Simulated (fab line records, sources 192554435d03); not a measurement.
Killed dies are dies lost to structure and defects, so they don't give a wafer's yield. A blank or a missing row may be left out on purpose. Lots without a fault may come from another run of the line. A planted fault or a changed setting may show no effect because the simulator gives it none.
A struck lot beside a sound one | flow n5_finfet | 36 steps out of a route of 1938
Sound: wafers L647.3, L647.4, L647.6. Struck: wafers L641.2, L641.3, L641.6. The cause comes at the end.
At each step with rows: each side's tool, then ch and its chambers, then its first start. Under that, the readings that differ: sound wafers | struck wafers | difference of the means | sigmas: that difference in standard deviations of wafers without a fault.
alike: readings whose means differ by less than 2 such deviations, and words and numbers that are the same on both sides. not compared: withheld readings, readings that some wafer has no value for, bounds like >300 that may hide the same value, and numbers for which the record gives no deviation and whose values overlap.
The two part at a step that has a row with sigmas, a row that says differs or no value, or rows on one side only. Numbers that don't overlap but have no deviation are shown without sigmas and don't part them. A reading that every wafer of one side lacks parts them only if that side has two wafers or more.

first, 8 steps without rows for these wafers: N5_BEOL_M0_ECD_118 (material Cu, target thk 300 nm); N5_BEOL_M0_ANNEAL_119 (time 90 s); N5_BEOL_M0_CMP_120 (polishes, stops on SiOC, t overpolish 6.9 s); N5_BEOL_M0_PRE_CLEAN_131 (time 15 s); N5_BEOL_M0_CO_CAP_123 (material Co, precursor CCTBA/H2, target thk 2 nm, time 102.1 s); N5_BEOL_M0_PRE_CLEAN_124 (time 15 s); N5_BEOL_M0_DEP_125 (deposits SiCN from 3MS/NH3, target thk 8 nm, time 14 s); N5_BEOL_M1_ILD_DEP_00 (deposits SiOC from DEMS/O2, target thk 79 nm, time 15.3 s).
N5_BEOL_M1_PECVD_72: deposits SiO2 from TEOS/O2, target thk 16 nm, time 18 s.
  sound on pecvd-03 ch 0,1, day 10 13:28; struck on pecvd-03 ch 1, day 9 15:58
  no value came back on the struck wafers for any of 5 readings (chamber_pressure_Torr (Torr), heater_power_outer_w (W) and others); on the sound wafers chamber_pressure_Torr (Torr) reads 5.488 5.482 5.495
then, 25 steps without rows for these wafers: N5_BEOL_M1_HM_DEP_02 (deposits TiN, target thk 20 nm); N5_BEOL_M1_COAT_61 (time 60 s, resist thk 60 nm); N5_BEOL_M1_COAT_62 (time 60 s, resist thk 12 nm); N5_BEOL_M1_COAT_73 (time 60 s, resist thk 5 nm); N5_BEOL_M1_COAT_05 (resist thk 30 nm); N5_BEOL_M1_EBR_07; N5_BEOL_M1_SOFTBAKE_06 (time 60 s); N5_BEOL_M1_EXPOSE_08 (exposes mask M1); N5_BEOL_M1_PEB_09 (peb time 60 s); N5_BEOL_M1_DEVELOP_10 (develop time 30 s); N5_BEOL_M1_DESCUM_16 (chemistry O2, time 7 s); N5_BEOL_M1_ETCH_74 (etches underlayer in N2/H2, target depth 6.5 nm, time 5.2 s); N5_BEOL_M1_ETCH_63 (etches SiARC in CF4, target depth 15.6 nm, time 26 s); N5_BEOL_M1_ETCH_64 (etches SOC in N2/H2, target depth 75 nm, overetch 15 nm, time 112.5 s); N5_BEOL_M1_STRIP_65 (strips in N2/H2); N5_BEOL_M1_STRIP_75 (strips in N2/H2); N5_BEOL_M1_STRIP_66 (strips in CF4); N5_BEOL_M1_HM_OPEN_17 (chemistry Cl2/BCl3, target TiN, target depth 20 nm, overetch 6 nm); N5_BEOL_M1_STRIP_19 (strips in O2); N5_BEOL_M1_COAT_67 (time 60 s, resist thk 60 nm); N5_BEOL_M1_COAT_68 (time 60 s, resist thk 12 nm); N5_BEOL_M1_COAT_76 (time 60 s, resist thk 5 nm); N5_BEOL_M1_COAT_22 (resist thk 30 nm); N5_BEOL_M1_EBR_24; N5_BEOL_M1_SOFTBAKE_23 (time 60 s).
-- the record jumps here: 3 days lie between the struck wafers' starts before and after (it left off in module BEOL_M1 and takes up again in module BEOL_M4, whose first step shown is number 1111 of the route) --
N5_BEOL_M4_RC_MEAS_101:
  sound on prober-01 ch 0, day 13 18:01; struck on prober-02 ch 0, day 12 15:40
  reading             | sound       | struck      | difference | sigmas
  CHAIN_V0 (ohm/link) | 231 237 247 | 214 214 224 | -21        | -2
  alike: CHAIN_V0_max_site, DIBL_N, DIBL_P, IOFF_N, IOFF_P, ION_N, ION_P, SS_N, SS_P, VT_N, VT_P
-- the record jumps here: 5 days lie between the struck wafers' starts before and after (it left off in module BEOL_M4 and takes up again in module PASSIVATION, whose first step shown is number 1936 of the route) --
N5_PASSIVATION_PROBE_49:
  the record has rows for the struck wafers here (prober-01, day 17 04:32) and none for the sound ones

WHERE THEY PART
First at N5_BEOL_M1_PECVD_72; last, within this record, at N5_PASSIVATION_PROBE_49.

WHY: what the simulator had put in
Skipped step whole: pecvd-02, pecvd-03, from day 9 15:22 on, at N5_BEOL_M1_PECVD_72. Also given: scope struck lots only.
